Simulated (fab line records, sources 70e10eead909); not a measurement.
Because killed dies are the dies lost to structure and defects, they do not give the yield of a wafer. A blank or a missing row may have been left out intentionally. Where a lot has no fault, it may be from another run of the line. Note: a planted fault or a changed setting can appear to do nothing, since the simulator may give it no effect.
The tool behind it: which one? :: flow nand_harc :: Sampling: 24 lots, 72 wafers, 6 of 1302 route steps

== WHAT EACH GAUGE READ, for each wafer ==
No reading from a measuring or inspecting step in the record can be judged against a usual standard deviation.

== WHAT TOOL EACH LOT RAN ON (gives the tool, then ch and the chambers of the sampled wafers, and finally the start) ==
lot: L074
NHARC_A_WL_FILL_ALD_19: ald_metal-04 ch 0,1,3, day 21 12:07
NHARC_A_CONTACT_DESCUM_47: rie_diel-04 ch 0,1,3, day 21 23:00
NHARC_A_CONTACT_ETCH_111: har_cap_etch-02 ch 0, day 22 00:51
NHARC_A_CONTACT_ETCH_121: har_cap_etch-02 ch 0, day 22 02:35
NHARC_A_CONTACT_ETCH_122: har_cap_etch-02 ch 0, day 22 02:46
NHARC_A_CONTACT_ETCH_123: har_cap_etch-02 ch 0, day 22 02:59

lot: L075
NHARC_A_WL_FILL_ALD_19: ald_metal-02 ch 1,2, day 21 14:22
NHARC_A_CONTACT_DESCUM_47: rie_diel-11 ch 1,2,3, day 21 23:10
NHARC_A_CONTACT_ETCH_111: har_cap_etch-03 ch 0,1, day 22 04:00
NHARC_A_CONTACT_ETCH_121: har_cap_etch-03 ch 0,1, day 22 05:44
NHARC_A_CONTACT_ETCH_122: har_cap_etch-03 ch 0,1, day 22 05:54
NHARC_A_CONTACT_ETCH_123: har_cap_etch-03 ch 0,1, day 22 06:11

lot: L076
NHARC_A_WL_FILL_ALD_19: ald_metal-02 ch 0,1,3, day 22 07:45
NHARC_A_CONTACT_DESCUM_47: rie_diel-04 ch 0,2,3, day 22 14:38
NHARC_A_CONTACT_ETCH_111: har_cap_etch-01 ch 0,1, day 22 17:20
NHARC_A_CONTACT_ETCH_121: har_cap_etch-01 ch 0,1, day 22 19:35
NHARC_A_CONTACT_ETCH_122: har_cap_etch-01 ch 0,1, day 22 19:49
NHARC_A_CONTACT_ETCH_123: har_cap_etch-01 ch 0,1, day 22 20:02

lot: L077
NHARC_A_WL_FILL_ALD_19: ald_metal-01 ch 0,1,2, day 22 07:45
NHARC_A_CONTACT_DESCUM_47: rie_diel-04 ch 1,2,3, day 22 14:29
NHARC_A_CONTACT_ETCH_111: har_cap_etch-03 ch 0,1, day 22 16:31
NHARC_A_CONTACT_ETCH_121: har_cap_etch-03 ch 0,1, day 22 18:15
NHARC_A_CONTACT_ETCH_122: har_cap_etch-03 ch 0,1, day 22 18:25
NHARC_A_CONTACT_ETCH_123: har_cap_etch-03 ch 0,1, day 22 18:39

lot: L078
NHARC_A_WL_FILL_ALD_19: ald_metal-01 ch 1,2, day 22 21:32
NHARC_A_CONTACT_DESCUM_47: rie_diel-11 ch 0,1,3, day 23 09:16
NHARC_A_CONTACT_ETCH_111: har_cap_etch-02 ch 0,1, day 23 11:25
NHARC_A_CONTACT_ETCH_121: har_cap_etch-02 ch 0,1, day 23 13:22
NHARC_A_CONTACT_ETCH_122: har_cap_etch-02 ch 0,1, day 23 13:32
NHARC_A_CONTACT_ETCH_123: har_cap_etch-02 ch 0,1, day 23 13:46

lot: L079
NHARC_A_WL_FILL_ALD_19: ald_metal-04 ch 0,1,2, day 22 21:35
NHARC_A_CONTACT_DESCUM_47: rie_diel-11 ch 0,1,3, day 23 09:50
NHARC_A_CONTACT_ETCH_111: har_cap_etch-01 ch 0, day 23 13:07
NHARC_A_CONTACT_ETCH_121: har_cap_etch-01 ch 0, day 23 16:11
NHARC_A_CONTACT_ETCH_122: har_cap_etch-01 ch 0, day 23 16:29
NHARC_A_CONTACT_ETCH_123: har_cap_etch-01 ch 0, day 23 16:54

lot: L080
NHARC_A_WL_FILL_ALD_19: ald_metal-02 ch 0,1,2, day 24 03:50
NHARC_A_CONTACT_DESCUM_47: rie_diel-04 ch 0,1,2, day 24 14:02
NHARC_A_CONTACT_ETCH_111: har_cap_etch-01 ch 0,1, day 24 16:23
NHARC_A_CONTACT_ETCH_121: har_cap_etch-01 ch 0,1, day 24 18:07
NHARC_A_CONTACT_ETCH_122: har_cap_etch-01 ch 0,1, day 24 18:17
NHARC_A_CONTACT_ETCH_123: har_cap_etch-01 ch 0,1, day 24 18:28

lot: L081
NHARC_A_WL_FILL_ALD_19: ald_metal-04 ch 1,2,3, day 24 03:52
NHARC_A_CONTACT_DESCUM_47: rie_diel-04 ch 0,1,3, day 24 14:26
NHARC_A_CONTACT_ETCH_111: har_cap_etch-02 ch 0,1, day 24 17:32
NHARC_A_CONTACT_ETCH_121: har_cap_etch-02 ch 0,1, day 24 19:17
NHARC_A_CONTACT_ETCH_122: har_cap_etch-02 ch 0,1, day 24 19:28
NHARC_A_CONTACT_ETCH_123: har_cap_etch-02 ch 0,1, day 24 19:38

lot: L082
NHARC_A_WL_FILL_ALD_19: ald_metal-02 ch 0,2,3, day 24 20:18
NHARC_A_CONTACT_DESCUM_47: rie_diel-04 ch 1,2,3, day 25 04:01
NHARC_A_CONTACT_ETCH_111: har_cap_etch-02 ch 0,1, day 25 05:52
NHARC_A_CONTACT_ETCH_121: har_cap_etch-02 ch 0,1, day 25 07:37
NHARC_A_CONTACT_ETCH_122: har_cap_etch-02 ch 0,1, day 25 07:47
NHARC_A_CONTACT_ETCH_123: har_cap_etch-02 ch 0,1, day 25 08:01

lot: L083
NHARC_A_WL_FILL_ALD_19: ald_metal-04 ch 0,1,3, day 25 02:29
NHARC_A_CONTACT_DESCUM_47: rie_diel-04 ch 0,1,3, day 25 09:13
NHARC_A_CONTACT_ETCH_111: har_cap_etch-03 ch 0,1, day 25 11:13
NHARC_A_CONTACT_ETCH_121: har_cap_etch-03 ch 0,1, day 25 12:56
NHARC_A_CONTACT_ETCH_122: har_cap_etch-03 ch 0,1, day 25 13:07
NHARC_A_CONTACT_ETCH_123: har_cap_etch-03 ch 0,1, day 25 13:24

lot: L085
NHARC_A_WL_FILL_ALD_19: ald_metal-01 ch 1,3, day 25 12:22
NHARC_A_CONTACT_DESCUM_47: rie_diel-11 ch 0,3, day 25 19:01
NHARC_A_CONTACT_ETCH_111: har_cap_etch-02 ch 0,1, day 25 20:51
NHARC_A_CONTACT_ETCH_121: har_cap_etch-02 ch 0,1, day 25 22:35
NHARC_A_CONTACT_ETCH_122: har_cap_etch-02 ch 0,1, day 25 22:46
NHARC_A_CONTACT_ETCH_123: har_cap_etch-02 ch 0,1, day 25 22:56

lot: L084
NHARC_A_WL_FILL_ALD_19: ald_metal-02 ch 0,2,3, day 25 15:29
NHARC_A_CONTACT_DESCUM_47: rie_diel-04 ch 0,1,3, day 25 23:52
NHARC_A_CONTACT_ETCH_111: har_cap_etch-03 ch 0,1, day 26 01:43
NHARC_A_CONTACT_ETCH_121: har_cap_etch-03 ch 0,1, day 26 03:28
NHARC_A_CONTACT_ETCH_122: har_cap_etch-03 ch 0,1, day 26 03:38
NHARC_A_CONTACT_ETCH_123: har_cap_etch-03 ch 0,1, day 26 03:52

lot: L086
NHARC_A_WL_FILL_ALD_19: ald_metal-01 ch 0,1,3, day 26 04:22
NHARC_A_CONTACT_DESCUM_47: rie_diel-04 ch 2,3, day 26 11:37
NHARC_A_CONTACT_ETCH_111: har_cap_etch-02 ch 0,1, day 26 13:39
NHARC_A_CONTACT_ETCH_121: har_cap_etch-02 ch 0,1, day 26 15:57
NHARC_A_CONTACT_ETCH_122: har_cap_etch-02 ch 0,1, day 26 16:11
NHARC_A_CONTACT_ETCH_123: har_cap_etch-02 ch 0,1, day 26 16:34

lot: L087
NHARC_A_WL_FILL_ALD_19: ald_metal-01 ch 0,2,3, day 26 21:52
NHARC_A_CONTACT_DESCUM_47: rie_diel-11 ch 1,2,3, day 27 04:55
NHARC_A_CONTACT_ETCH_111: har_cap_etch-01 ch 0,1, day 27 06:46
NHARC_A_CONTACT_ETCH_121: har_cap_etch-01 ch 0,1, day 27 09:04
NHARC_A_CONTACT_ETCH_122: har_cap_etch-01 ch 0,1, day 27 09:18
NHARC_A_CONTACT_ETCH_123: har_cap_etch-01 ch 0,1, day 27 09:37

lot: L088
NHARC_A_WL_FILL_ALD_19: ald_metal-01 ch 0,1, day 27 09:41
NHARC_A_CONTACT_DESCUM_47: rie_diel-04 ch 2,3, day 27 16:38
NHARC_A_CONTACT_ETCH_111: har_cap_etch-01 ch 0,1, day 27 18:49
NHARC_A_CONTACT_ETCH_121: har_cap_etch-01 ch 0,1, day 27 20:51
NHARC_A_CONTACT_ETCH_122: har_cap_etch-01 ch 0,1, day 27 21:05
NHARC_A_CONTACT_ETCH_123: har_cap_etch-01 ch 0,1, day 27 21:19

lot: L089
NHARC_A_WL_FILL_ALD_19: ald_metal-02 ch 0,2,3, day 27 09:43
NHARC_A_CONTACT_DESCUM_47: rie_diel-11 ch 0,2,3, day 27 17:01
NHARC_A_CONTACT_ETCH_111: har_cap_etch-02 ch 0,1, day 27 18:49
NHARC_A_CONTACT_ETCH_121: har_cap_etch-02 ch 0,1, day 27 20:38
NHARC_A_CONTACT_ETCH_122: har_cap_etch-02 ch 0,1, day 27 20:49
NHARC_A_CONTACT_ETCH_123: har_cap_etch-02 ch 0,1, day 27 20:58

lot: L090
NHARC_A_WL_FILL_ALD_19: ald_metal-04 ch 0,2, day 27 13:16
NHARC_A_CONTACT_DESCUM_47: rie_diel-04 ch 0,1,2, day 28 01:01
NHARC_A_CONTACT_ETCH_111: har_cap_etch-02 ch 0,1, day 28 02:50
NHARC_A_CONTACT_ETCH_121: har_cap_etch-02 ch 0,1, day 28 04:34
NHARC_A_CONTACT_ETCH_122: har_cap_etch-02 ch 0,1, day 28 04:44
NHARC_A_CONTACT_ETCH_123: har_cap_etch-02 ch 0,1, day 28 04:55

lot: L091
NHARC_A_WL_FILL_ALD_19: ald_metal-04 ch 0,1,3, day 27 19:05
NHARC_A_CONTACT_DESCUM_47: rie_diel-04 ch 0,3, day 28 03:36
NHARC_A_CONTACT_ETCH_111: har_cap_etch-01 ch 1, day 28 05:25
NHARC_A_CONTACT_ETCH_121: har_cap_etch-01 ch 1, day 28 07:09
NHARC_A_CONTACT_ETCH_122: har_cap_etch-01 ch 1, day 28 07:19
NHARC_A_CONTACT_ETCH_123: har_cap_etch-01 ch 1, day 28 07:30

lot: L092
NHARC_A_WL_FILL_ALD_19: ald_metal-02 ch 0,1,3, day 28 14:02
NHARC_A_CONTACT_DESCUM_47: rie_diel-04 ch 0,1,3, day 28 20:36
NHARC_A_CONTACT_ETCH_111: har_cap_etch-03 ch 0,1, day 28 22:24
NHARC_A_CONTACT_ETCH_121: har_cap_etch-03 ch 0,1, day 29 00:08
NHARC_A_CONTACT_ETCH_122: har_cap_etch-03 ch 0,1, day 29 00:18
NHARC_A_CONTACT_ETCH_123: har_cap_etch-03 ch 0,1, day 29 00:28

lot: L094
NHARC_A_WL_FILL_ALD_19: ald_metal-02 ch 0,1,2, day 29 04:32
NHARC_A_CONTACT_DESCUM_47: rie_diel-11 ch 0,1,3, day 29 12:02
NHARC_A_CONTACT_ETCH_111: har_cap_etch-03 ch 0,1, day 29 13:55
NHARC_A_CONTACT_ETCH_121: har_cap_etch-03 ch 0,1, day 29 15:39
NHARC_A_CONTACT_ETCH_122: har_cap_etch-03 ch 0,1, day 29 15:49
NHARC_A_CONTACT_ETCH_123: har_cap_etch-03 ch 0,1, day 29 16:00

lot: L093
NHARC_A_WL_FILL_ALD_19: ald_metal-01 ch 0,2,3, day 29 04:35
NHARC_A_CONTACT_DESCUM_47: rie_diel-04 ch 0,1,3, day 29 12:11
NHARC_A_CONTACT_ETCH_111: har_cap_etch-02 ch 0,1, day 29 14:01
NHARC_A_CONTACT_ETCH_121: har_cap_etch-02 ch 0,1, day 29 15:45
NHARC_A_CONTACT_ETCH_122: har_cap_etch-02 ch 0,1, day 29 15:55
NHARC_A_CONTACT_ETCH_123: har_cap_etch-02 ch 0,1, day 29 16:05

lot: L095
NHARC_A_WL_FILL_ALD_19: ald_metal-01 ch 1,2,3, day 29 23:45
NHARC_A_CONTACT_DESCUM_47: rie_diel-04 ch 0,1,2, day 30 06:20
NHARC_A_CONTACT_ETCH_111: har_cap_etch-03 ch 0,1, day 30 08:11
NHARC_A_CONTACT_ETCH_121: har_cap_etch-03 ch 0,1, day 30 10:31
NHARC_A_CONTACT_ETCH_122: har_cap_etch-03 ch 0,1, day 30 10:44
NHARC_A_CONTACT_ETCH_123: har_cap_etch-03 ch 0,1, day 30 11:02

lot: L096
NHARC_A_WL_FILL_ALD_19: ald_metal-02 ch 1,3, day 30 11:42
NHARC_A_CONTACT_DESCUM_47: rie_diel-08 ch 0,1, day 30 18:29
NHARC_A_CONTACT_ETCH_111: har_cap_etch-01 ch 0,1, day 30 20:20
NHARC_A_CONTACT_ETCH_121: har_cap_etch-01 ch 0,1, day 30 22:04
NHARC_A_CONTACT_ETCH_122: har_cap_etch-01 ch 0,1, day 30 22:14
NHARC_A_CONTACT_ETCH_123: har_cap_etch-01 ch 0,1, day 30 22:28

lot: L097
NHARC_A_WL_FILL_ALD_19: ald_metal-04 ch 0,1,2, day 30 11:42
NHARC_A_CONTACT_DESCUM_47: rie_diel-08 ch 0,1,2, day 30 20:47
NHARC_A_CONTACT_ETCH_111: har_cap_etch-02 ch 0,1, day 30 22:37
NHARC_A_CONTACT_ETCH_121: har_cap_etch-02 ch 0,1, day 31 00:21
NHARC_A_CONTACT_ETCH_122: har_cap_etch-02 ch 0,1, day 31 00:32
NHARC_A_CONTACT_ETCH_123: har_cap_etch-02 ch 0,1, day 31 00:42
- NHARC_A_WL_FILL_ALD_19: deposits TiN, target thk 2 nm, pulse time 3 s, ald cycles 100.
- NHARC_A_CONTACT_DESCUM_47: chemistry O2, time 3 s.
- NHARC_A_CONTACT_ETCH_111: etches the open film in C4F8/O2/Ar, time 140 s, target depth 700 nm.
- NHARC_A_CONTACT_ETCH_121: etches the open film in C4F8/O2/Ar, time 190 s, target depth 1850 nm.
- NHARC_A_CONTACT_ETCH_122: etches the open film in C4F8/O2/Ar, time 190 s, target depth 1850 nm.
- NHARC_A_CONTACT_ETCH_123: etches the open film in C4F8/O2/Ar, time 490 s, target depth 2110 nm.

== AS READ BY THE TOOLS THEMSELVES (means over the sampled wafers that have a number; for cases with no such wafer, the mark the record gives instead) ==
NHARC_A_WL_FILL_ALD_19. Usual: heater_power_w 1082 W, standard deviation 91; precursor_pulse_height_rel 0.997, standard deviation 0.021.
lot: L074
tool: ald_metal-04
heater_power_w (W): 1039
precursor_pulse_height_rel: 1.007
flag: 

lot: L075
tool: ald_metal-02
heater_power_w (W): 1108
precursor_pulse_height_rel: 1.003
flag: 

lot: L076
tool: ald_metal-02
heater_power_w (W): 1087
precursor_pulse_height_rel: 1.002
flag: 

lot: L077
tool: ald_metal-01
heater_power_w (W): 1028
precursor_pulse_height_rel: 0.986
flag: 

lot: L078
tool: ald_metal-01
heater_power_w (W): 981
precursor_pulse_height_rel: 0.998
flag: 

lot: L079
tool: ald_metal-04
heater_power_w (W): 1131
precursor_pulse_height_rel: 0.994
flag: 

lot: L080
tool: ald_metal-02
heater_power_w (W): 1110
precursor_pulse_height_rel: 0.979
flag: 

lot: L081
tool: ald_metal-04
heater_power_w (W): 1094
precursor_pulse_height_rel: 0.989
flag: 

lot: L082
tool: ald_metal-02
heater_power_w (W): 1027
precursor_pulse_height_rel: 0.991
flag: 

lot: L083
tool: ald_metal-04
heater_power_w (W): 1052
precursor_pulse_height_rel: 0.993
flag: 

lot: L085
tool: ald_metal-01
heater_power_w (W): 1057
precursor_pulse_height_rel: 0.986
flag: 

lot: L084
tool: ald_metal-02
heater_power_w (W): 1039
precursor_pulse_height_rel: 0.990
flag: 

lot: L086
tool: ald_metal-01
heater_power_w (W): 1079
precursor_pulse_height_rel: 0.979
flag: 

lot: L087
tool: ald_metal-01
heater_power_w (W): 1094
precursor_pulse_height_rel: 0.994
flag: 

lot: L088
tool: ald_metal-01
heater_power_w (W): 1139
precursor_pulse_height_rel: 1.000
flag: 

lot: L089
tool: ald_metal-02
heater_power_w (W): 1018
precursor_pulse_height_rel: 0.995
flag: 

lot: L090
tool: ald_metal-04
heater_power_w (W): 1176
precursor_pulse_height_rel: 0.991
flag: 

lot: L091
tool: ald_metal-04
heater_power_w (W): 1074
precursor_pulse_height_rel: 0.979
flag: 

lot: L092
tool: ald_metal-02
heater_power_w (W): 1070
precursor_pulse_height_rel: 1.006
flag: 

lot: L094
tool: ald_metal-02
heater_power_w (W): 1125
precursor_pulse_height_rel: 0.994
flag: 

lot: L093
tool: ald_metal-01
heater_power_w (W): 1106
precursor_pulse_height_rel: 0.999
flag: 

lot: L095
tool: ald_metal-01
heater_power_w (W): 1061
precursor_pulse_height_rel: 0.993
flag: 

lot: L096
tool: ald_metal-02
heater_power_w (W): 1143
precursor_pulse_height_rel: 1.013
flag: 

lot: L097
tool: ald_metal-04
heater_power_w (W): 1141
precursor_pulse_height_rel: 1.012
flag: 

NHARC_A_CONTACT_DESCUM_47. Usual: drypump_motor_current_A 5.6 A, standard deviation 0.48; oes_product_au 0.998 a.u., standard deviation 0.0084; rf_vpp_V 57.8 V, standard deviation 0.93; showerhead_plenum_p_Torr 1.92 Torr, standard deviation 0.11; throttle_valve_pct 11.312 %, standard deviation 0.0094.
lot: L074
tool: rie_diel-04
drypump_motor_current_A (A): 5.6
oes_product_au (a.u.): 0.991
rf_vpp_V (V): 57.9
showerhead_plenum_p_Torr (Torr): 1.94
throttle_valve_pct (%): 11.316
flag: 

lot: L075
tool: rie_diel-11
drypump_motor_current_A (A): 5.7
oes_product_au (a.u.): 1.002
rf_vpp_V (V): 57.1
showerhead_plenum_p_Torr (Torr): 1.94
throttle_valve_pct (%): 11.308
flag: 

lot: L076
tool: rie_diel-04
drypump_motor_current_A (A): 5.6
oes_product_au (a.u.): 0.988
rf_vpp_V (V): 57.7
showerhead_plenum_p_Torr (Torr): 1.88
throttle_valve_pct (%): 11.319
flag: 

lot: L077
tool: rie_diel-04
drypump_motor_current_A (A): 5.8
oes_product_au (a.u.): 0.985
rf_vpp_V (V): 57.5
showerhead_plenum_p_Torr (Torr): 1.89
throttle_valve_pct (%): 11.316
flag: 

lot: L078
tool: rie_diel-11
drypump_motor_current_A (A): 5.4
oes_product_au (a.u.): 1.008
rf_vpp_V (V): 57.3
showerhead_plenum_p_Torr (Torr): 1.87
throttle_valve_pct (%): 11.307
flag: 

lot: L079
tool: rie_diel-11
drypump_motor_current_A (A): 5.4
oes_product_au (a.u.): 1.009
rf_vpp_V (V): 58.0
showerhead_plenum_p_Torr (Torr): 1.87
throttle_valve_pct (%): 11.311
flag: 

lot: L080
tool: rie_diel-04
drypump_motor_current_A (A): 5.4
oes_product_au (a.u.): 1.001
rf_vpp_V (V): 58.0
showerhead_plenum_p_Torr (Torr): 1.97
throttle_valve_pct (%): 11.315
flag: 

lot: L081
tool: rie_diel-04
drypump_motor_current_A (A): 5.6
oes_product_au (a.u.): 0.997
rf_vpp_V (V): 57.9
showerhead_plenum_p_Torr (Torr): 1.94
throttle_valve_pct (%): 11.306
flag: 

lot: L082
tool: rie_diel-04
drypump_motor_current_A (A): 5.8
oes_product_au (a.u.): 0.994
rf_vpp_V (V): 57.7
showerhead_plenum_p_Torr (Torr): 1.88
throttle_valve_pct (%): 11.322
flag: 

lot: L083
tool: rie_diel-04
drypump_motor_current_A (A): 5.6
oes_product_au (a.u.): 0.995
rf_vpp_V (V): 57.9
showerhead_plenum_p_Torr (Torr): 1.94
throttle_valve_pct (%): 11.316
flag: 

lot: L085
tool: rie_diel-11
drypump_motor_current_A (A): 5.5
oes_product_au (a.u.): 1.003
rf_vpp_V (V): 57.1
showerhead_plenum_p_Torr (Torr): 1.83
throttle_valve_pct (%): 11.308
flag: 

lot: L084
tool: rie_diel-04
drypump_motor_current_A (A): 5.6
oes_product_au (a.u.): 1.004
rf_vpp_V (V): 58.4
showerhead_plenum_p_Torr (Torr): 1.94
throttle_valve_pct (%): 11.308
flag: 

lot: L086
tool: rie_diel-04
drypump_motor_current_A (A): 5.9
oes_product_au (a.u.): 0.999
rf_vpp_V (V): 56.6
showerhead_plenum_p_Torr (Torr): 1.83
throttle_valve_pct (%): 11.303
flag: 

lot: L087
tool: rie_diel-11
drypump_motor_current_A (A): 5.7
oes_product_au (a.u.): 1.000
rf_vpp_V (V): 57.5
showerhead_plenum_p_Torr (Torr): 1.93
throttle_valve_pct (%): 11.320
flag: 

lot: L088
tool: rie_diel-04
drypump_motor_current_A (A): 6.1
oes_product_au (a.u.): 1.001
rf_vpp_V (V): 56.6
showerhead_plenum_p_Torr (Torr): 1.79
throttle_valve_pct (%): 11.311
flag: 

lot: L089
tool: rie_diel-11
drypump_motor_current_A (A): 5.8
oes_product_au (a.u.): 1.008
rf_vpp_V (V): 57.8
showerhead_plenum_p_Torr (Torr): 1.90
throttle_valve_pct (%): 11.313
flag: 

lot: L090
tool: rie_diel-04
drypump_motor_current_A (A): 5.4
oes_product_au (a.u.): 0.993
rf_vpp_V (V): 58.5
showerhead_plenum_p_Torr (Torr): 1.96
throttle_valve_pct (%): 11.314
flag: 

lot: L091
tool: rie_diel-04
drypump_motor_current_A (A): 5.4
oes_product_au (a.u.): 0.992
rf_vpp_V (V): 58.4
showerhead_plenum_p_Torr (Torr): 1.93
throttle_valve_pct (%): 11.317
flag: 

lot: L092
tool: rie_diel-04
drypump_motor_current_A (A): 5.6
oes_product_au (a.u.): 0.997
rf_vpp_V (V): 57.9
showerhead_plenum_p_Torr (Torr): 1.93
throttle_valve_pct (%): 11.301
flag: 

lot: L094
tool: rie_diel-11
drypump_motor_current_A (A): 5.4
oes_product_au (a.u.): 1.009
rf_vpp_V (V): 57.7
showerhead_plenum_p_Torr (Torr): 1.85
throttle_valve_pct (%): 11.307
flag: 

lot: L093
tool: rie_diel-04
drypump_motor_current_A (A): 5.6
oes_product_au (a.u.): 1.000
rf_vpp_V (V): 58.3
showerhead_plenum_p_Torr (Torr): 1.93
throttle_valve_pct (%): 11.310
flag: 

lot: L095
tool: rie_diel-04
drypump_motor_current_A (A): 5.4
oes_product_au (a.u.): 0.986
rf_vpp_V (V): 57.5
showerhead_plenum_p_Torr (Torr): 1.96
throttle_valve_pct (%): 11.309
flag: 

lot: L096
tool: rie_diel-08
drypump_motor_current_A (A): 5.2
oes_product_au (a.u.): 1.000
rf_vpp_V (V): 59.1
showerhead_plenum_p_Torr (Torr): 2.03
throttle_valve_pct (%): 11.310
flag: 

lot: L097
tool: rie_diel-08
drypump_motor_current_A (A): 5.6
oes_product_au (a.u.): 0.995
rf_vpp_V (V): 58.0
showerhead_plenum_p_Torr (Torr): 1.99
throttle_valve_pct (%): 11.307
flag: 

== THE ANSWER, worked out from the rows above alone ==
Rule: a lot is off if the mean of its wafers that have a number lies more than 3 standard deviations from the usual mean. Also off: a lot with no number at a reading for which 4 or more lots have one. The other lots that the step has rows for count as sound. The gauges are gone through in route order, then the tools' own readings, and for those a lot's mean is taken as printed above. The first step at which some lot is off is used, and at that step the reading that is off furthest; a lot without a number counts as furthest.
Across all readings shown, no lot is off: no conclusion can be drawn from this.

== WHAT THE SIMULATOR HAD PUT IN ==
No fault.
